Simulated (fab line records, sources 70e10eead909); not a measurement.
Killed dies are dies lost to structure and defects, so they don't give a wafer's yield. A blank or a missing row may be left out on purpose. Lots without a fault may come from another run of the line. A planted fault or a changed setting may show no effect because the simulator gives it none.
Which tool did it? | flow nand_harc | 12 lots, 36 wafers sampled, at 5 steps of a route of 1159

WHAT THE GAUGES READ, wafer by wafer
NHARC_END_SORT_01. Usual: killed_at_array 29, standard deviation 11; killed_at_other 0.6, standard deviation 0.92; killed_at_periphery 3.2, standard deviation 2; killed_dies 33, standard deviation 11; killed_open 3.2, standard deviation 2; killed_short 1.9, standard deviation 1.5.
lot  | measured     | on        | killed_at_array | killed_at_other | killed_at_periphery | killed_dies | killed_open | killed_short | flag
L841 | day 21 14:29 | prober-01 | 46 671 43       | 1 2 0           | 5 4 3               | 52 677 46   | 4 10 5      | 4 3 1        | OFF
L842 | day 21 13:43 | prober-02 | 674 21 673      | 0 1 0           | 3 1 4               | 677 23 677  | 2 4 0       | 4 3 3        | OFF

WHICH TOOL RAN EACH LOT (tool, then ch and the chambers of the sampled wafers, then the start)
lot  | NHARC_A_SGD_CUT_ETCHBACK_24        | NHARC_A_SLIT_DEP_00           | NHARC_A_SLIT_ETCH_26             | NHARC_A_WL_FILL_ALD_02
L833 | rie_diel-08 ch 1,2, day 14 04:16   | acl_dep-01 ch 0, day 14 05:14 | har_etch-02 ch 0, day 14 10:01   | ald_metal-03 ch 1,3, day 14 20:08
L834 | rie_diel-05 ch 0,2,3, day 14 10:53 | acl_dep-02 ch 0, day 14 13:28 | har_etch-02 ch 0,1, day 14 21:16 | ald_metal-03 ch 0,1, day 15 06:50
L836 | rie_diel-13 ch 1,2,3, day 14 23:08 | acl_dep-02 ch 0, day 14 23:47 | har_etch-02 ch 1, day 15 04:53   | ald_metal-04 ch 2,3, day 15 14:13
L838 | rie_diel-08 ch 1,2,3, day 15 09:49 | acl_dep-02 ch 0, day 15 10:29 | har_etch-02 ch 0,1, day 15 15:38 | ald_metal-02 ch 0,2,3, day 16 01:05
L841 | rie_diel-13 ch 0,1,3, day 16 09:49 | acl_dep-01 ch 0, day 16 12:55 | har_etch-02 ch 0,1, day 16 17:28 | ald_metal-02 ch 0,2, day 17 00:41
L842 | rie_diel-05 ch 0,1,3, day 16 09:50 | acl_dep-03 ch 0, day 16 14:23 | har_etch-01 ch 0,1, day 16 19:01 | ald_metal-02 ch 0,1,2, day 17 04:25
L848 | rie_diel-08 ch 0,2,3, day 17 18:43 | acl_dep-01 ch 0, day 17 20:01 | har_etch-02 ch 0,1, day 18 02:07 | ald_metal-03 ch 2,3, day 18 09:59
L850 | rie_diel-08 ch 0,1,2, day 18 18:10 | acl_dep-02 ch 0, day 18 19:45 | har_etch-02 ch 0,1, day 18 23:57 | ald_metal-03 ch 1,2,3, day 19 09:25
L852 | rie_diel-08 ch 0,1, day 18 18:26   | acl_dep-02 ch 0, day 18 21:03 | har_etch-02 ch 0,1, day 19 01:50 | ald_metal-04 ch 1,2,3, day 19 09:31
L851 | rie_diel-08 ch 0,2, day 19 04:03   | acl_dep-02 ch 0, day 19 04:55 | har_etch-02 ch 0,1, day 19 09:59 | ald_metal-02 ch 0,1,3, day 19 19:25
L855 | rie_diel-05 ch 0,1,2, day 19 23:05 | acl_dep-02 ch 0, day 19 23:47 | har_etch-02 ch 0,1, day 20 05:36 | ald_metal-02 ch 0,2,3, day 20 15:05
L856 | rie_diel-05 ch 0,2, day 19 23:15   | acl_dep-03 ch 0, day 20 00:20 | har_etch-02 ch 0,1, day 20 07:20 | ald_metal-03 ch 1,2, day 20 15:13
- NHARC_A_SGD_CUT_ETCHBACK_24: etches the open film in CH3F/O2, target depth 50 nm, time 92.857 s.
- NHARC_A_SLIT_DEP_00: deposits aC, target thk 3200 nm.
- NHARC_A_SLIT_ETCH_26: etches the open film in C4F8/O2/Ar, time 90 s, target depth 400 nm.
- NHARC_A_WL_FILL_ALD_02: deposits TiN, target thk 2 nm, pulse time 3 s, ald cycles 100.

WHAT THE TOOLS THEMSELVES READ (means of the sampled wafers that have a number; where no wafer has one, the mark that the record gives instead)
NHARC_A_SGD_CUT_ETCHBACK_24. Usual: bias_w 99.9 W, standard deviation 0.32; drypump_motor_current_A 5.9 A, standard deviation 0.37; oes_product_au 0.98 a.u., standard deviation 0.031; rf_vpp_V 244.0 V, standard deviation 1.8; showerhead_plenum_p_Torr 2.44 Torr, standard deviation 0.11; throttle_valve_pct 20.664 %, standard deviation 0.0088.
lot  | tool        | bias_w (W) | drypump_motor_current_A (A) | oes_product_au (a.u.) | rf_vpp_V (V) | showerhead_plenum_p_Torr (Torr) | throttle_valve_pct (%) | flag
L833 | rie_diel-08 | 99.9       | 5.8                         | 1.01                  | 243.1        | 2.42                            | 20.664                 |
L834 | rie_diel-05 | 99.9       | 6.1                         | 0.99                  | 243.9        | 2.48                            | 20.659                 |
L836 | rie_diel-13 | 99.7       | 5.5                         | 0.94                  | 243.3        | 2.43                            | 20.658                 |
L838 | rie_diel-08 | 100.1      | 5.6                         | 0.99                  | 243.9        | 2.43                            | 20.667                 |
L841 | rie_diel-13 | 100.0      | 5.8                         | 0.93                  | 245.3        | 2.53                            | 20.675                 |
L842 | rie_diel-05 | 100.2      | 6.1                         | 0.99                  | 243.2        | 2.41                            | 20.650                 |
L848 | rie_diel-08 | 100.1      | 5.9                         | 1.00                  | 242.8        | 2.36                            | 20.666                 |
L850 | rie_diel-08 | 99.9       | 5.9                         | 1.00                  | 245.2        | 2.45                            | 20.662                 |
L852 | rie_diel-08 | 99.6       | 5.8                         | 0.93                  | 245.4        | 2.54                            | 20.662                 |
L851 | rie_diel-08 | 100.2      | 6.2                         | 0.96                  | 244.0        | 2.38                            | 20.667                 |
L855 | rie_diel-05 | 100.0      | 6.0                         | 1.00                  | 243.6        | 2.39                            | 20.663                 |
L856 | rie_diel-05 | 100.1      | 5.9                         | 1.00                  | 243.9        | 2.43                            | 20.669                 |

NHARC_A_SLIT_DEP_00. Usual: throttle_valve_pct 34.998 %, standard deviation 0.0095.
lot  | tool       | throttle_valve_pct (%) | flag
L833 | acl_dep-01 | 34.997                 |
L834 | acl_dep-02 | 34.993                 |
L836 | acl_dep-02 | 34.989                 |
L838 | acl_dep-02 | 35.005                 |
L841 | acl_dep-01 | 35.001                 |
L842 | acl_dep-03 | 35.002                 |
L848 | acl_dep-01 | 35.006                 |
L850 | acl_dep-02 | 35.000                 |
L852 | acl_dep-02 | 34.999                 |
L851 | acl_dep-02 | 34.996                 |
L855 | acl_dep-02 | 34.995                 |
L856 | acl_dep-03 | 35.007                 |

NHARC_A_SLIT_ETCH_26. Usual: drypump_motor_current_A 5.8 A, standard deviation 0.48; showerhead_plenum_p_Torr 3.846 Torr, standard deviation 0.023; throttle_valve_pct 27.620 %, standard deviation 0.0092.
lot  | tool        | drypump_motor_current_A (A) | showerhead_plenum_p_Torr (Torr) | throttle_valve_pct (%) | flag
L833 | har_etch-02 | 6.4                         | 3.878                           | 27.629                 |
L834 | har_etch-02 | 5.6                         | 3.875                           | 27.615                 |
L836 | har_etch-02 | 5.2                         | 3.874                           | 27.607                 |
L838 | har_etch-02 | 5.6                         | 3.871                           | 27.619                 |
L841 | har_etch-02 | 5.6                         | 3.864                           | 27.620                 |
L842 | har_etch-01 | 5.9                         | 3.823                           | 27.625                 |
L848 | har_etch-02 | 5.6                         | 3.856                           | 27.626                 |
L850 | har_etch-02 | 5.6                         | 3.853                           | 27.621                 |
L852 | har_etch-02 | 6.0                         | 3.852                           | 27.620                 |
L851 | har_etch-02 | 5.6                         | 3.849                           | 27.620                 |
L855 | har_etch-02 | 6.0                         | 3.846                           | 27.611                 |
L856 | har_etch-02 | 5.6                         | 3.845                           | 27.621                 |

NHARC_A_WL_FILL_ALD_02. Usual: heater_power_w 1071 W, standard deviation 130; precursor_pulse_height_rel 1.001, standard deviation 0.02.
lot  | tool         | heater_power_w (W) | precursor_pulse_height_rel | flag
L833 | ald_metal-03 | 1029               | 1.016                      |
L834 | ald_metal-03 | 1210               | 0.998                      |
L836 | ald_metal-04 | 1034               | 1.001                      |
L838 | ald_metal-02 | 1077               | 1.017                      |
L841 | ald_metal-02 | 1112               | 0.996                      |
L842 | ald_metal-02 | 1106               | 0.978                      |
L848 | ald_metal-03 | 947                | 1.010                      |
L850 | ald_metal-03 | 935                | 1.011                      |
L852 | ald_metal-04 | 1108               | 0.999                      |
L851 | ald_metal-02 | 1085               | 1.004                      |
L855 | ald_metal-02 | 1066               | 0.988                      |
L856 | ald_metal-03 | 873                | 1.001                      |

THE ANSWER, worked out from the rows above alone
Rule: a lot is off if the mean of its wafers that have a number lies more than 3 standard deviations from the usual mean. A lot without any number at a reading at which 4 lots or more have one is off too. The other lots that the step has rows for count as sound. The gauges are gone through in route order, then the tools' own readings, and for those a lot's mean is taken as printed above. The first step at which some lot is off is used, and at that step the reading that is off furthest; a lot without a number counts as furthest.
Off: L841, L842, at NHARC_END_SORT_01 (killed_at_array). Neither off nor sound, because the step has no rows for them: L833, L834, L836, L838, L848, L850, L852, L851, L855, L856.
A tool fits if, at a process step before that reading, it ran every lot that is off, and no sound lot after the first of them. The gauges at NHARC_END_SORT_01 are tried like those tools. One fits: ald_metal-02 at NHARC_A_WL_FILL_ALD_02. It ran no sound lot before its first lot that is off in this sample, so the start can't be narrowed down.

WHAT THE SIMULATOR HAD PUT IN
Process parameter drift: ald_metal-02, from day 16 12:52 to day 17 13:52, at NHARC_A_WL_FILL_ALD_02. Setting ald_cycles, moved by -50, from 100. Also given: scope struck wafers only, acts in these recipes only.
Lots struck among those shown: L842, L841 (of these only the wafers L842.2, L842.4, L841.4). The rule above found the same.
